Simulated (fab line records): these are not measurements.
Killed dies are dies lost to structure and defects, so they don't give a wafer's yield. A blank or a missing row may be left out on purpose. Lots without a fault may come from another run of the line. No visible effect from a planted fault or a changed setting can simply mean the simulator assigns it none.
Check for tools in common	flow nand-harc	13 lots and 39 wafers in the sample

== THE REASON FOR OPENING IT ==
At NHARC_P_M2_CD_MEAS_09 the reading cd-nm is flagged on 2 of 13 lots. Wafers without a fault read 170.4 nm, standard deviation 0.6.
Rule: a lot is flagged when every wafer of it that has a number lies more than 4 standard deviations from that mean, or none has a number. The other lots count as sound.

lot	measured	on	cd-nm (nm), wafer by wafer	flag
L472	day 6 07:55	cd-sem-02	171.0 170.0 170.2	
L473	day 6 21:36	cd-sem-03	169.6 170.0 169.5	
L481	day 10 06:12	cd-sem-02	178.4 178.8 178.1	FLAGGED
L482	day 10 12:05	cd-sem-02	178.0 178.2 177.6	FLAGGED
L485	day 11 23:46	cd-sem-03	170.7 170.8 170.4	
L486	day 12 18:21	cd-sem-02	170.6 170.9 170.6	
L488	day 13 04:19	cd-sem-02	172.1 170.7 170.9	
L490	day 13 21:32	cd-sem-02	170.5 171.2 170.1	
L491	day 14 10:34	cd-sem-01	170.8 170.6 170.2	
L492	day 14 20:46	cd-sem-01	170.7 170.7 171.1	
L493	day 14 22:17	cd-sem-02	169.8 170.5 169.8	
L494	day 15 11:23	cd-sem-03	169.5 170.6 170.6	
L495	day 15 19:22	cd-sem-02	169.9 169.6 169.5	
The mean of the flagged lots' numbers is 178.2 nm, +7.8 nm from the usual (+13 standard deviations).

== LOT BY LOT: THE TOOL USED ==
3 process steps preceding the reading are held in the record, out of 1302 steps in the route. Each cell gives the tool, then ch followed by the chambers the sampled wafers passed through, then the start.
lot	flag	NHARC_P_M1_PVD_21	NHARC_P_M1_CMP_23	NHARC_P_M2_PEB_07
L472		pvd-sputter-02, day 6 05:57 or earlier	cmp-01 ch 0,1,3, day 6 05:57	litho-track-04 ch 0, day 6 07:50
L473		pvd-sputter-02, day 6 19:46 or earlier	cmp-04 ch 0,1,3, day 6 19:46	litho-track-06 ch 0, day 6 21:31
L481	FLAGGED	pvd-sputter-02, day 10 04:18 or earlier	cmp-01 ch 0,1,2, day 10 04:18	litho-track-06 ch 0, day 10 06:07
L482	FLAGGED	pvd-sputter-03, day 10 10:16 or earlier	cmp-04 ch 0,1,2, day 10 10:16	litho-track-06 ch 0, day 10 12:01
L485		pvd-sputter-02, day 11 21:53 or earlier	cmp-02 ch 1,3, day 11 21:53	litho-track-01 ch 0, day 11 23:41
L486		pvd-sputter-02, day 12 16:31 or earlier	cmp-04 ch 0,3, day 12 16:31	litho-track-01 ch 0, day 12 18:16
L488		pvd-sputter-01, day 13 02:29 or earlier	cmp-01 ch 2,3, day 13 02:29	litho-track-01 ch 0, day 13 04:14
L490		pvd-sputter-02, day 13 19:49 or earlier	cmp-04 ch 0,1,2, day 13 19:49	litho-track-01 ch 0, day 13 21:27
L491		pvd-sputter-03, day 14 08:40 or earlier	cmp-01 ch 0,1,3, day 14 08:40	litho-track-06 ch 0, day 14 10:29
L492		pvd-sputter-02, day 14 18:53 or earlier	cmp-02 ch 0,2, day 14 18:53	litho-track-06 ch 0, day 14 20:41
L493		pvd-sputter-01, day 14 20:30 or earlier	cmp-01 ch 0,2,3, day 14 20:30	litho-track-06 ch 0, day 14 22:13
L494		pvd-sputter-02, day 15 09:40 or earlier	cmp-01 ch 1,2,3, day 15 09:40	litho-track-01 ch 0, day 15 11:19
L495		pvd-sputter-01, day 15 17:34 or earlier	cmp-01 ch 0,1,3, day 15 17:34	litho-track-01 ch 0, day 15 19:17
What the steps here do:
- NHARC_P_M1_PVD_21: deposits Cu, target thk 30 nm, time 20.49 s.
- NHARC_P_M1_CMP_23: polishes, t overpolish 20 s, target thk 157.82 nm.
- NHARC_P_M2_PEB_07: peb time 65 s.
- NHARC_P_M2_CD_MEAS_09: target cd 170 nm.

== FLAGGED AGAINST TOTAL, ONE TOOL AT A TIME (gauges that did the reading follow at the end) ==
step	tool	lots run	flagged	share of the flagged lots	sound lots run after its first flagged lot
NHARC_P_M1_PVD_21	pvd-sputter-01	3	0	none	-
NHARC_P_M1_PVD_21	pvd-sputter-02	8	1	some	5 (L485,L486,L490,L492,L494)
NHARC_P_M1_PVD_21	pvd-sputter-03	2	1	some	1 (L491)
NHARC_P_M1_CMP_23	cmp-01	7	1	some	5 (L488,L491,L493,L494,L495)
NHARC_P_M1_CMP_23	cmp-02	2	0	none	-
NHARC_P_M1_CMP_23	cmp-04	4	1	some	2 (L486,L490)
NHARC_P_M2_PEB_07	litho-track-01	6	0	none	-
NHARC_P_M2_PEB_07	litho-track-04	1	0	none	-
NHARC_P_M2_PEB_07	litho-track-06	6	2	all	3 (L491,L492,L493)
NHARC_P_M2_CD_MEAS_09	cd-sem-01	2	0	none	-
NHARC_P_M2_CD_MEAS_09	cd-sem-02	8	2	all	5 (L486,L488,L490,L493,L495)
NHARC_P_M2_CD_MEAS_09	cd-sem-03	3	0	none	-
NHARC_P_M1_PVD_21 gives no start for some lots, so the hours and the order of its lots are those of NHARC_P_M1_CMP_23.

== WHAT THE TABLE ALLOWS ==
Table rows that saw every flagged lot: 2, namely litho-track-06 at NHARC_P_M2_PEB_07 and cd-sem-02 at NHARC_P_M2_CD_MEAS_09.
- litho-track-06 at NHARC_P_M2_PEB_07: 2 of its 6 lots flagged. Sound lots followed the first flagged one (L491, L492, L493) on it, something a lasting fault affecting the whole tool could not allow. Its own readings (heater-power-total-W, plate-temp-C) fall more than 4 standard deviations out on all wafers of the flagged lots.
- cd-sem-02 at NHARC_P_M2_CD_MEAS_09: 2 of its 8 lots flagged. Sound lots followed the first flagged one (L486, L488, L490, L493, L495) on it, something a lasting fault affecting the whole tool could not allow.
No row of the table ran every flagged lot and no sound lot after the first.

== WHAT THE SIMULATOR HAD PUT IN ==
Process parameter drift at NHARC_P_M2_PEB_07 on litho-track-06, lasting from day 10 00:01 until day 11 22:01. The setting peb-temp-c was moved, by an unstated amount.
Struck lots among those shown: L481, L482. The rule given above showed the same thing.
